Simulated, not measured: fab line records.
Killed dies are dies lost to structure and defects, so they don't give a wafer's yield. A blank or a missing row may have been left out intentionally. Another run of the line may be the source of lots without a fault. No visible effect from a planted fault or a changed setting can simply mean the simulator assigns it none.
Lot-split experiment    flow n5 finfet    7 lots, 39 wafers read, on a route of 1938 steps

== THE SPLIT ==
At N5_FIN_SAQP_HM_DEP_72 (deposits SiO2 from SiH4/N2O, target thk 12 nm, time 7.2 s), the setting time s was moved away from the recipe's 7.2 s on 15 of the 39 wafers read, by -58.8% to +55.1%. The other wafers ran this setting at the recipe's value.

== FROM THE SPLIT TO THE READING: what the file shows between them, 4 steps ==
- N5_FIN_SAQP_COAT_49: time 60 s, resist thk 100 nm
- N5_FIN_SAQP_COAT_50: time 60 s, resist thk 35 nm
- N5_FIN_SAQP_ETCH_52: etches SOC in N2/H2, target depth 100 nm, overetch 20 nm, time 150 s
- N5_FIN_SAQP_STRIP_53: strips in N2/H2

== THE READING ==
oes product au, in a.u., at N5_FIN_SAQP_HM_OPEN_73 (chemistry CHF3/O2, target SiO2, stops on a-Si, target depth 12 nm, time 16.8 s). Fault-free wafers of this fab line usually give 0.47 a.u., standard deviation 0.038 a.u.

wafer   tool, chamber at the split  time s as run, s  against the recipe  oes product au, a.u.  against lot-mates on the recipe
L076.1  pecvd-04, 0                 7.2               recipe              0.47                  -
L076.2  pecvd-04, 2                 2.968             -58.8%              0.38                  -0.10
L076.3  pecvd-04, 1                 2.968             -58.8%              0.32                  -0.16
L076.4  pecvd-04, 1                 7.2               recipe              0.48                  -
L076.5  pecvd-04, 0                 7.2               recipe              0.48                  -
L076.6  pecvd-04, 2                 2.968             -58.8%              0.33                  -0.15
L084.1  pecvd-01, 2                 8.539             +18.6%              0.50                  +0.06
L084.2  pecvd-01, 0                 8.539             +18.6%              0.46                  +0.02
L084.3  pecvd-01, 1                 7.2               recipe              0.45                  -
L084.4  pecvd-01, 1                 8.539             +18.6%              0.48                  +0.04
L084.5  pecvd-01, 0                 7.2               recipe              0.46                  -
L084.6  pecvd-01, 2                 7.2               recipe              0.42                  -
L085.1  pecvd-01, 2                 7.2               recipe              0.43                  -
L085.2  pecvd-01, 0                 7.2               recipe              0.47                  -
L085.3  pecvd-01, 1                 11.17             +55.1%              0.54                  +0.09
L085.4  pecvd-01, 1                 11.17             +55.1%              0.52                  +0.07
L085.5  pecvd-01, 2                 7.2               recipe              0.45                  -
L085.6  pecvd-01, 0                 11.17             +55.1%              0.56                  +0.11
L088.1  pecvd-01, 1                 7.2               recipe              0.46                  -
L088.2  pecvd-01, 2                 11.13             +54.6%              0.58                  +0.11
L088.3  pecvd-01, 0                 7.2               recipe              0.45                  -
L088.4  pecvd-01, 1                 11.13             +54.6%              0.60                  +0.13
L088.5  pecvd-01, 2                 7.2               recipe              0.50                  -
L088.6  pecvd-01, 0                 11.13             +54.6%              0.54                  +0.07
L095.1  pecvd-01, 1                 7.2               recipe              0.43                  -
L095.3  pecvd-01, 0                 7.2               recipe              0.45                  -
L095.6  pecvd-01, 2                 7.2               recipe              0.44                  -
L096.1  pecvd-01, 0                 7.2               recipe              0.48                  -
L096.2  pecvd-01, 2                 4.981             -30.8%              0.38                  -0.09
L096.3  pecvd-01, 1                 4.981             -30.8%              0.42                  -0.05
L096.4  pecvd-01, 2                 7.2               recipe              0.45                  -
L096.5  pecvd-01, 1                 7.2               recipe              0.48                  -
L096.6  pecvd-01, 0                 4.981             -30.8%              0.40                  -0.07
L097.1  pecvd-01, 1                 7.2               recipe              0.48                  -
L097.2  pecvd-01, 2,0               7.2               recipe              0.45                  -
L097.3  pecvd-01, 2,0               7.2               recipe              0.43                  -
L097.4  pecvd-01, 2                 7.2               recipe              0.48                  -
L097.5  pecvd-01, 0                 7.2               recipe              0.43                  -
L097.6  pecvd-01, 1                 7.2               recipe              0.48                  -
The file does not say which wafer passed through which chamber wherever a row lists several chambers: such a row stands for several wafers.

THE FIT
A straight line over all 39 wafers: oes product au changes by +0.00184 a.u. for each +1% of time s; r = +0.92; the points scatter about the line by 0.023 a.u.
The same after taking each lot's own level away (the mean of its wafers on the recipe; 39 wafers): +0.00199 a.u. for each +1%; r = +0.95; scatter 0.02 a.u.
On that fit, the largest move of time s shifts the reading by 0.12 a.u.
From 0.440 to 0.477 a.u.: that is the span of the lots' own levels, equal to 1.0 times the standard deviation above.
Consequently the slope shifts little with the lot-to-lot level, the two slopes agreeing.
Check: -0.125 a.u. against its lot-mates is what the line predicts for one of the wafers moved furthest among these (-58.8%) when that wafer is left out of the fit. Against them it came out at -0.0967 a.u.

== THESE WAFERS: OTHER SPLITS ==
Note: prior to the reading, these wafers also went through further splits. Each is held against what the fit with the lots' levels taken away leaves over:
other split on the same wafers           wafers away from the commonest value  r with oes product au (lot level and that fit taken away)
N5_ZERO_LAYER_DEVELOP_10 develop time s  18                                    -0.05

== THE WHOLE CHAIN: every reading that the file lists as answering this split, in the file's order ==
step                    what it does                                                                    reading                                                                             change (the file's fit)                  r (the file's)
N5_FIN_SAQP_HM_DEP_72   deposits SiO2 from SiH4/N2O, target thk 12 nm, time 7.2 s                       SiO2_of_FIN_SAQP_HM_DEP_72.thk nm (the simulator's own value, which no gauge read)  +0.12 nm for each +1% of the setting     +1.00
N5_FIN_SAQP_HM_OPEN_73  chemistry CHF3/O2, target SiO2, stops on a-Si, target depth 12 nm, time 16.8 s  oes product au                                                                      +0.002 a.u. for each +1% of the setting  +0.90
N5_FIN_SAQP_HM_OPEN_73  chemistry CHF3/O2, target SiO2, stops on a-Si, target depth 12 nm, time 16.8 s  etch.depth nm (the simulator's own value, which no gauge read)                      +0.12 nm for each +1% of the setting     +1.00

== THE FILE'S OWN FIT ==
oes product au changes by +0.002 a.u. for each +1% of time s, r = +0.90.
